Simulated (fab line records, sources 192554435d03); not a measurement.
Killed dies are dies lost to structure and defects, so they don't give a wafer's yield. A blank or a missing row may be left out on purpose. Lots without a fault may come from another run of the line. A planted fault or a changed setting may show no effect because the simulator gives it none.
Chamber matching | flow n5_finfet | N5_BEOL_M15_ETCH_57 on rie_diel-03: 4 sister chambers
The step etches SOC in N2/H2, time 750 s. 4 wafers are shown with their chamber, then 8 later ones without.

WAFERS WITH THEIR CHAMBER
wafer  | chamber | drypump_motor_current_A (A)
L086.2 | 2       | 5.39
L086.3 | 0       | 5.43
L086.6 | 3       | 5.31
L089.2 | 1       | 6.11

WAFERS WITHOUT THEIR CHAMBER
wafer  | drypump_motor_current_A (A)
L089.5 | 5.29
L089.6 | 5.47
L090.1 | 6.12
L090.5 | 5.41
L090.6 | 5.44
L096.2 | 5.45
L096.4 | 5.33
L096.6 | 5.31

WHICH CHAMBER EACH WENT THROUGH
wafer  | from the rows above     | in truth
L089.5 | 3                       | 3
L089.6 | can't be placed: 0 or 2 | 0
L090.1 | 1                       | 1
L090.5 | can't be placed: 0 or 2 | 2
L090.6 | can't be placed: 0 or 2 | 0
L096.2 | can't be placed: 0 or 2 | 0
L096.4 | can't be placed: 3 or 2 | 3
L096.6 | 3                       | 3
Placed correctly: 3 of 8. Can't be placed from these rows: 5 (the true chamber is among the candidates in 5). Placed wrongly: 0.
How it was worked out, from the rows above alone: a wafer's distance from a chamber is the root of the sum, over the readings, of the square of ((its reading less the chamber's mean) divided by the reading's scatter). The wafer belongs to the nearest chamber; if the next one is less than 2 further off, it can't be placed. A chamber's mean is the mean of its shown wafers. The scatter: with one shown wafer a chamber, the root of the mean of the squares of how far each hidden wafer lies from its nearest shown one.
